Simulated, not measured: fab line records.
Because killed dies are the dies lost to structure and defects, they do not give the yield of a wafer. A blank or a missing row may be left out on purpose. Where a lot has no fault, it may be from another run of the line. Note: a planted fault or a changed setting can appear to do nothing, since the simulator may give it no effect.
Struck lot and sound lot, side by side -- flow n5_finfet -- 33 steps out of a route of 1938
Sound: wafers L143.4, L143.5, L143.6. The struck wafers were L136.1, L136.3, L136.4. The cause comes at the end.
For every step that has rows: the tool of each side, followed by ch and its chambers, followed by its first start. Under that, the readings that differ: sound wafers -- struck wafers -- difference of the means -- sigmas: that difference in standard deviations of wafers without a fault.
alike: a reading whose means differ by less than 2 such deviations, as well as words and numbers matching on both sides. not compared: withheld readings; readings where some wafer has no value; bounds like >300 that might hide an equal value; numbers whose values overlap and for which the record gives no deviation.
The two part at a step that has a row with sigmas, a row that says differs or no value, or rows on one side only. When numbers do not overlap yet have no deviation, they are printed without sigmas and do not part them. Lack of a reading on every wafer of one side parts them only where that side has two or more wafers.

first, 3 steps without rows for these wafers: N5_BEOL_M8_ECD_50 (material Cu, target thk 300 nm); N5_BEOL_M8_ANNEAL_51 (time 90 s); N5_BEOL_M8_CMP_52 (polishes, stops on SiCOH lowk, t overpolish 6.9 s, target thk 80 nm).
N5_BEOL_M8_THK_MEAS_53: measures by xrf.
  sound: film_metro-02 at day 13 13:57; struck: film_metro-01 at day 12 05:46
  alike: M8_THK
then, 2 steps without rows for these wafers: N5_BEOL_M8_PRE_CLEAN_55 (time 15 s); N5_BEOL_M8_DEP_56 (deposits SiCN from 3MS/NH3, target thk 10 nm, time 17.5 s).
N5_BEOL_M8_RS_MEAS_57: measures by four-point-probe.
  sound: film_metro-01 at day 13 14:06; struck: film_metro-01 at day 12 05:53
  alike: M8_RS
N5_BEOL_M8_INSPECT_58: inspects for defects (darkfield).
  sound: defect_inspect-01 at day 13 14:07; struck: defect_inspect-01 at day 12 05:55
  alike: raw_defect_count
N5_BEOL_M9_ILD_DEP_00: deposits SiCOH lowk from DEMS/porogen, target thk 308.51 nm, time 58 s.
  sound on pecvd-04 ch 0,1,2, day 13 14:11; struck on pecvd-04 ch 0,2, day 12 05:57
  alike: chamber_pressure_Torr, heater_power_outer_w, heater_power_w, showerhead_plenum_p_Torr, showerhead_vpp_V, throttle_valve_pct
N5_BEOL_M9_CURE_71: cures SiCOH lowk, time 240 s.
  sound on uv_cure-02 ch 2, day 13 15:05; struck on uv_cure-03 ch 2, day 12 06:02
  alike: lamp_power_pct, wafer_temp_C_max
N5_BEOL_M9_THK_MEAS_01:
  sound: film_metro-02 at day 13 15:22; struck: film_metro-02 at day 12 06:32
  alike: M9_ILD_THK
then, 1 step without rows for these wafers: N5_BEOL_M9_PECVD_70 (deposits SiO2 from TEOS/O2, target thk 20 nm, time 22.7 s).
N5_BEOL_M9_HM_DEP_02: deposits TiN, target thk 20 nm.
  sound: pvd_sputter-03 at day 13 16:10; struck: pvd_sputter-03 at day 12 08:40
  no value came back on the struck wafers for chamber_pressure_pa (Pa), substrate_temp_c (C), throttle_valve_pct (%); on the sound wafers chamber_pressure_pa (Pa) reads 0.5020 0.5001 0.4992
then, 8 steps without rows for these wafers: N5_BEOL_M9_COAT_59 (time 60 s, resist thk 100 nm); N5_BEOL_M9_COAT_60 (time 60 s, resist thk 30 nm); N5_BEOL_M9_COAT_05 (resist thk 90 nm); N5_BEOL_M9_EBR_07; N5_BEOL_M9_SOFTBAKE_06 (time 60 s); N5_BEOL_M9_EXPOSE_08 (exposes mask M9); N5_BEOL_M9_PEB_09 (peb time 60 s); N5_BEOL_M9_DEVELOP_10 (develop time 30 s).
N5_BEOL_M9_CD_MEAS_11: the cd target is 64.1 nm.
  sound on cd_sem-02 ch 0, day 13 16:32; struck on cd_sem-03 ch 0, day 12 09:10
  alike: cd_nm
N5_BEOL_M9_OVL_MEAS_12:
  sound on overlay-01 ch 0, day 13 16:34; struck on overlay-01 ch 0, day 12 09:11
  alike: M9_OVL
N5_BEOL_M9_INSPECT_13: inspects for defects (brightfield).
  sound: defect_inspect-01 at day 13 16:35; struck: defect_inspect-02 at day 12 09:13
  alike: raw_defect_count
then, 1 step without rows for these wafers: N5_BEOL_M9_DESCUM_16 (chemistry O2, time 7.9 s).
N5_BEOL_M9_ETCH_61: etches SiARC in CF4, target depth 39 nm, time 65 s.
  sound on rie_diel-03 ch 1,2, day 13 17:15; struck on rie_diel-04 ch 0,1,2, day 12 09:17
  alike: drypump_motor_current_A, etch_rf_on_time_s, oes_product_au, rf_vpp_V, showerhead_plenum_p_Torr, throttle_valve_pct
  not compared: rf_hours_counter_h
then, 2 steps without rows for these wafers: N5_BEOL_M9_ETCH_62 (etches SOC in N2/H2, target depth 110 nm, overetch 22 nm, time 165 s); N5_BEOL_M9_STRIP_68 (strips in N2/H2).
N5_BEOL_M9_STRIP_67: strips in CF4.
  sound on rie_diel-03 ch 1,2, day 13 17:27; struck on rie_diel-04 ch 0,1,2, day 12 09:29
  alike: drypump_motor_current_A, oes_product_au, rf_vpp_V, showerhead_plenum_p_Torr, throttle_valve_pct
  not compared: rf_hours_counter_h
N5_BEOL_M9_HM_OPEN_17: chemistry Cl2/BCl3, target TiN, target depth 20 nm, overetch 6 nm.
  sound on rie_metal-01 ch 0,1, day 13 17:32; struck on rie_metal-01 ch 0,1, day 12 09:31
reading,sound,struck,difference,sigmas
oes_product_au (a.u.),0.55 0.56 0.63,0.28 0.29 0.25,-0.31,-7
throttle_valve_pct (%),21.97 21.95 21.72,22.35 22.35 22.60,+0.55,+3
model.etch.depth_nm (nm),19.49 19.88 19.62,0 0 0,-20,
  alike: drypump_motor_current_A
  not compared: rf_hours_counter_h
N5_BEOL_M9_STRIP_19: strips in O2.
  sound on rie_diel-03 ch 0,1,2, day 13 17:37; struck on rie_diel-05 ch 0,1,3, day 12 09:38
reading,sound,struck,difference,sigmas
oes_product_au (a.u.),0.73 0.80 0.70,0.84 0.83 0.99,+0.14,+2
  alike: drypump_motor_current_A, rf_vpp_V, showerhead_plenum_p_Torr, throttle_valve_pct
  not compared: rf_hours_counter_h
N5_BEOL_M9_CD_MEAS_18: pitch 140 nm, target cd 70 nm.
  sound: cd_sem-03 at day 13 17:41; struck: cd_sem-02 at day 12 09:42
reading,sound,struck,difference,sigmas
cd_nm (nm),70.0 70.0 70.2,- - -,no value on the struck wafers,
then, 1 step without rows for these wafers: N5_BEOL_M9_COAT_63 (time 60 s, resist thk 60 nm).

## WHERE THEY PART
At N5_BEOL_M9_HM_DEP_02 first; at N5_BEOL_M9_CD_MEAS_18 last (within this record only).

WHY: whatever the simulator had introduced
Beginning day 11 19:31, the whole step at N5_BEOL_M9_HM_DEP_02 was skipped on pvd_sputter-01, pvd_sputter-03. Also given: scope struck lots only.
